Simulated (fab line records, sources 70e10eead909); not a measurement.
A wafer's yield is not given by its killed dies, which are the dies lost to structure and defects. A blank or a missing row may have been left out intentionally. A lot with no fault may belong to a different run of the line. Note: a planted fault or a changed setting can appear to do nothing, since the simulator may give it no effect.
One fault seen from 3 desks || flow nand-harc || only its own numbers are on each desk; what lay behind them is given at the end

## METROLOGY DESK
What the gauges read for every lot (on any tool): the sampled wafers with a number, averaged. A lot is out of limits, marked OUT, if its mean lies more than 4 standard deviations from the usual mean; the brackets give that distance.
Columns: A = cd-nm at NHARC_P_M2_CD_MEAS_09, usual 169.9 nm
{"lot": "L884", "first seen here": "day 6 18:38", "A": 169.3}
{"lot": "L887", "first seen here": "day 7 16:04", "A": 169.7}
{"lot": "L888", "first seen here": "day 8 02:17", "A": 170.7}
{"lot": "L889", "first seen here": "day 9 03:11", "A": 169.9}
{"lot": "L890", "first seen here": "day 9 15:19", "A": 169.5}
{"lot": "L891", "first seen here": "day 9 21:37", "A": 169.8}
{"lot": "L892", "first seen here": "day 10 00:30", "A": 170.4}
{"lot": "L894", "first seen here": "day 10 12:41", "A": 169.7}
{"lot": "L893", "first seen here": "day 10 14:14", "A": 170.1}
{"lot": "L895", "first seen here": "day 11 06:20", "A": 170.5}
{"lot": "L899", "first seen here": "day 12 20:47", "A": "187.6 (+31) OUT"}
{"lot": "L906", "first seen here": "day 15 13:59", "A": 169.8}
{"lot": "L907", "first seen here": "day 15 21:42", "A": 170.2}
This desk finds L899 out of limits, L899 being first, at day 12 20:47 (cd-nm at NHARC_P_M2_CD_MEAS_09). L884, L887, L888, L889, L890, L891, L892, L894, L893, L895, L906, L907 stayed within limits.

## THE DEFECT DESK
Inspection counts along the route, by lot: the mean over sampled wafers that carry a number. A lot is out of limits, marked OUT, if its mean lies more than 4 standard deviations from the usual mean; the brackets give that distance.
Columns: A = raw-defect-count at NHARC_P_M2_INSPECT_11, usual 5
{"lot": "L884", "first seen here": "day 6 18:46", "A": 5}
{"lot": "L887", "first seen here": "day 7 16:11", "A": 7}
{"lot": "L888", "first seen here": "day 8 02:24", "A": 5}
{"lot": "L889", "first seen here": "day 9 03:18", "A": 5}
{"lot": "L890", "first seen here": "day 9 15:26", "A": 9}
{"lot": "L891", "first seen here": "day 9 21:45", "A": 5}
{"lot": "L892", "first seen here": "day 10 00:37", "A": 4}
{"lot": "L894", "first seen here": "day 10 12:48", "A": 3}
{"lot": "L893", "first seen here": "day 10 14:22", "A": 7}
{"lot": "L895", "first seen here": "day 11 06:27", "A": 5}
{"lot": "L899", "first seen here": "day 12 20:54", "A": 8}
{"lot": "L906", "first seen here": "day 15 14:07", "A": 13}
{"lot": "L907", "first seen here": "day 15 21:49", "A": 4}
This desk's finding: nothing out of limits on any of the 13 lots.

## TOOL OWNER'S DESK, arfi-scanner-02
The tool's own readings at NHARC_P_M2_EXPOSE_06 (exposes mask P M2, target cd 170 nm): means of the sampled wafers that have a number, for each lot that ran on this tool. A lot is out of limits, marked OUT, if its mean lies more than 4 standard deviations from the usual mean; the brackets give that distance.
Columns: A = exposure-dose-mJ-cm2 at NHARC_P_M2_EXPOSE_06, usual 80.68
{"lot": "L884", "first seen here": "day 6 18:30", "A": 80.75}
{"lot": "L892", "first seen here": "day 10 00:22", "A": 80.64}
{"lot": "L894", "first seen here": "day 10 12:32", "A": 80.69}
{"lot": "L899", "first seen here": "day 12 20:38", "A": "76.50 (-51) OUT"}
This desk finds L899 out of limits, L899 being first, at day 12 20:38 (exposure-dose-mJ-cm2 at NHARC_P_M2_EXPOSE_06). L884, L892, L894 stayed within limits.

## PUT TOGETHER
The tool owner's desk had the chance to raise an alarm at day 12 20:38 on L899.
An alarm was possible from the metrology desk at day 12 20:47, on L899.
Nothing the defect desk looked at was out of limits.
The defect desk has L899 on record, within its limits.
Every lot named ran NHARC_P_M2_EXPOSE_06 on arfi-scanner-02.

## WHAT THE SIMULATOR HAD PUT IN
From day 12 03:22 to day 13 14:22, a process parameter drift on arfi-scanner-02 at NHARC_P_M2_EXPOSE_06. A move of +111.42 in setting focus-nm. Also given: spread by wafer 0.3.
Lots struck among those shown: L899.
Fault start to first reading out of limits, in hours, per desk: tool owner, 17; metrology, 17.
